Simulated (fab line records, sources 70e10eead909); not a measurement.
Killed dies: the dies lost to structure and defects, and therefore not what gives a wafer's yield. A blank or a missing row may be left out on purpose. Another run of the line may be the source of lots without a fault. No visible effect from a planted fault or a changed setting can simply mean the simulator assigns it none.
Which tool is to blame?    flow nand_harc    13 lots, 39 wafers sampled, at 5 steps of a route of 1302

## WHAT THE GAUGES READ, wafer by wafer
NHARC_END_SORT_01. Usual: killed_at_array 55, standard deviation 19; killed_at_other 0.6, standard deviation 0.99; killed_at_periphery 4.2, standard deviation 2.6; killed_dies 60, standard deviation 18; killed_open 3.4, standard deviation 1.7; killed_short 2.3, standard deviation 1.5.
lot   measured      on         killed_at_array  killed_at_other  killed_at_periphery  killed_dies  killed_open  killed_short  flag
L469  day 27 21:23  prober-02  150 166 151      0 0 0            2 2 6                152 168 157  1 2 3        2 3 1         OFF
L470  day 29 10:21  prober-02  123 126 128      1 3 4            3 3 6                127 132 138  3 2 4        0 1 2         OFF

## WHICH TOOL RAN EACH LOT (tool, then ch and the chambers of the sampled wafers, then the start)
lot   NHARC_A_WL_FILL_ETCHBACK_17        NHARC_THIN_TSV_DEGAS_49       NHARC_THIN_TSV_PVD_51                    NHARC_THIN_TSV_PRE_CLEAN_54
L460  rie_metal-03 ch 0,1, day 21 06:07  pvd_sputter-03, day 24 04:32  pvd_sputter-03, day 24 06:35 or earlier  pvd_sputter-02, day 24 06:35
L461  rie_metal-01 ch 0,1, day 22 06:20  pvd_sputter-03, day 25 09:42  pvd_sputter-03, day 25 12:04 or earlier  pvd_sputter-02, day 25 12:04
L463  rie_metal-03 ch 0,1, day 22 06:26  pvd_sputter-02, day 25 07:23  pvd_sputter-02, day 25 09:28 or earlier  pvd_sputter-03, day 25 09:28
L464  rie_metal-02 ch 0,1, day 22 11:27  pvd_sputter-03, day 25 08:25  pvd_sputter-03, day 25 10:30 or earlier  pvd_sputter-03, day 25 10:30
L462  rie_metal-01 ch 0,1, day 22 14:41  pvd_sputter-02, day 25 16:31  pvd_sputter-02, day 25 18:44 or earlier  pvd_sputter-03, day 25 18:44
L466  rie_metal-01 ch 0,1, day 23 01:28  pvd_sputter-02, day 26 02:43  pvd_sputter-02, day 26 05:05 or earlier  pvd_sputter-01, day 26 05:05
L465  rie_metal-01 ch 0,1, day 23 11:10  pvd_sputter-01, day 26 09:17  pvd_sputter-01, day 26 11:25 or earlier  pvd_sputter-02, day 26 11:25
L469  rie_metal-01 ch 0,1, day 24 11:25  pvd_sputter-02, day 27 10:26  pvd_sputter-02, day 27 12:31 or earlier  pvd_sputter-02, day 27 12:31
L467  rie_metal-02 ch 0,1, day 24 12:17  pvd_sputter-03, day 27 09:08  pvd_sputter-03, day 27 11:11 or earlier  pvd_sputter-01, day 27 11:11
L470  rie_metal-01 ch 0,1, day 25 19:59  pvd_sputter-02, day 28 22:13  pvd_sputter-02, day 29 00:17 or earlier  pvd_sputter-01, day 29 00:17
L478  rie_metal-02 ch 0,1, day 28 01:24  pvd_sputter-01, day 30 23:48  pvd_sputter-01, day 31 01:52 or earlier  pvd_sputter-03, day 31 01:52
L477  rie_metal-01 ch 0,1, day 28 04:35  pvd_sputter-01, day 31 04:01  pvd_sputter-01, day 31 06:10 or earlier  pvd_sputter-01, day 31 06:10
L481  rie_metal-01 ch 0,1, day 29 20:44  pvd_sputter-02, day 32 17:52  pvd_sputter-02, day 32 19:55 or earlier  pvd_sputter-02, day 32 19:55
- NHARC_A_WL_FILL_ETCHBACK_17: etches the open film in Cl2/BCl3, target depth 4 nm, time 26.7 s.
- NHARC_THIN_TSV_DEGAS_49: time 120 s.
- NHARC_THIN_TSV_PVD_51: deposits Cu, target thk 100 nm.
- NHARC_THIN_TSV_PRE_CLEAN_54: time 30 s.

## WHAT THE TOOLS THEMSELVES READ (means of the sampled wafers that have a number; where no wafer has one, the mark that the record gives instead)
NHARC_A_WL_FILL_ETCHBACK_17. Usual: drypump_motor_current_A 6.0 A, standard deviation 0.36; oes_product_au 1.003 a.u., standard deviation 0.0098.
lot   tool          drypump_motor_current_A (A)  oes_product_au (a.u.)  flag
L460  rie_metal-03  5.9                          1.011                  
L461  rie_metal-01  6.3                          1.017                  
L463  rie_metal-03  5.8                          1.011                  
L464  rie_metal-02  5.8                          1.000                  
L462  rie_metal-01  6.3                          1.006                  
L466  rie_metal-01  6.3                          1.003                  
L465  rie_metal-01  6.4                          1.005                  
L469  rie_metal-01  6.3                          1.005                  
L467  rie_metal-02  5.7                          1.005                  
L470  rie_metal-01  6.4                          1.001                  
L478  rie_metal-02  5.8                          0.997                  
L477  rie_metal-01  6.4                          1.020                  
L481  rie_metal-01  6.4                          1.015                  

NHARC_THIN_TSV_DEGAS_49. Usual: heater_power_w 467 W, standard deviation 41; susceptor_temp_C 299.98 C, standard deviation 0.19.
lot   tool            heater_power_w (W)  susceptor_temp_C (C)  flag
L460  pvd_sputter-03  479                 299.94                
L461  pvd_sputter-03  501                 300.00                
L463  pvd_sputter-02  457                 299.94                
L464  pvd_sputter-03  498                 299.81                
L462  pvd_sputter-02  456                 300.17                
L466  pvd_sputter-02  469                 300.03                
L465  pvd_sputter-01  457                 299.91                
L469  pvd_sputter-02  458                 299.94                
L467  pvd_sputter-03  469                 300.20                
L470  pvd_sputter-02  421                 299.95                
L478  pvd_sputter-01  487                 300.05                
L477  pvd_sputter-01  470                 300.13                
L481  pvd_sputter-02  435                 299.78                

NHARC_THIN_TSV_PVD_51. Usual: throttle_valve_pct 29.8 %, standard deviation 1.1.
lot   tool            throttle_valve_pct (%)  flag
L460  pvd_sputter-03  29.7                    
L461  pvd_sputter-03  29.2                    
L463  pvd_sputter-02  30.0                    
L464  pvd_sputter-03  29.3                    
L462  pvd_sputter-02  30.7                    
L466  pvd_sputter-02  31.1                    
L465  pvd_sputter-01  30.0                    
L469  pvd_sputter-02  30.8                    
L467  pvd_sputter-03  29.4                    
L470  pvd_sputter-02  29.7                    
L478  pvd_sputter-01  29.8                    
L477  pvd_sputter-01  28.8                    
L481  pvd_sputter-02  29.5                    

NHARC_THIN_TSV_PRE_CLEAN_54. Usual: heater_power_w 409 W, standard deviation 35; susceptor_temp_C 280.03 C, standard deviation 0.19.
lot   tool            heater_power_w (W)  susceptor_temp_C (C)  flag
L460  pvd_sputter-02  409                 280.09                
L461  pvd_sputter-02  397                 280.07                
L463  pvd_sputter-03  432                 280.03                
L464  pvd_sputter-03  415                 280.06                
L462  pvd_sputter-03  426                 -                     OFF
L466  pvd_sputter-01  412                 -                     OFF
L465  pvd_sputter-02  406                 280.08                
L469  pvd_sputter-02  396                 279.88                
L467  pvd_sputter-01  393                 280.08                
L470  pvd_sputter-01  402                 -                     OFF
L478  pvd_sputter-03  418                 -                     OFF
L477  pvd_sputter-01  422                 279.97                
L481  pvd_sputter-02  431                 -                     OFF

## THE ANSWER, worked out from the rows above alone
Rule: a lot is off if the mean of its wafers that have a number lies more than 3 standard deviations from the usual mean. A lot without any number at a reading at which 4 lots or more have one is off too. The other lots that the step has rows for count as sound. The gauges are gone through in route order, then the tools' own readings, and for those a lot's mean is taken as printed above. The first step at which some lot is off is used, and at that step the reading that is off furthest; a lot without a number counts as furthest.
Off, at NHARC_END_SORT_01 on killed_dies: L469, L470. Neither off nor sound, because the step has no rows for them: L460, L461, L463, L464, L462, L466, L465, L467, L478, L477, L481.
If a tool, at a process step before that reading, ran all the lots that are off and no sound lot after the first of them, it fits. Those tools and the gauges at NHARC_END_SORT_01 are tried in the same way. With no start given for some of its lots, NHARC_THIN_TSV_PVD_51 uses the hours and lot order of NHARC_THIN_TSV_PRE_CLEAN_54. Can't be told from this: 3 tools fit, rie_metal-01 at NHARC_A_WL_FILL_ETCHBACK_17, pvd_sputter-02 at NHARC_THIN_TSV_DEGAS_49 and NHARC_THIN_TSV_PVD_51, prober-02 at NHARC_END_SORT_01.

## WHAT HAD BEEN PUT IN BY THE SIMULATOR
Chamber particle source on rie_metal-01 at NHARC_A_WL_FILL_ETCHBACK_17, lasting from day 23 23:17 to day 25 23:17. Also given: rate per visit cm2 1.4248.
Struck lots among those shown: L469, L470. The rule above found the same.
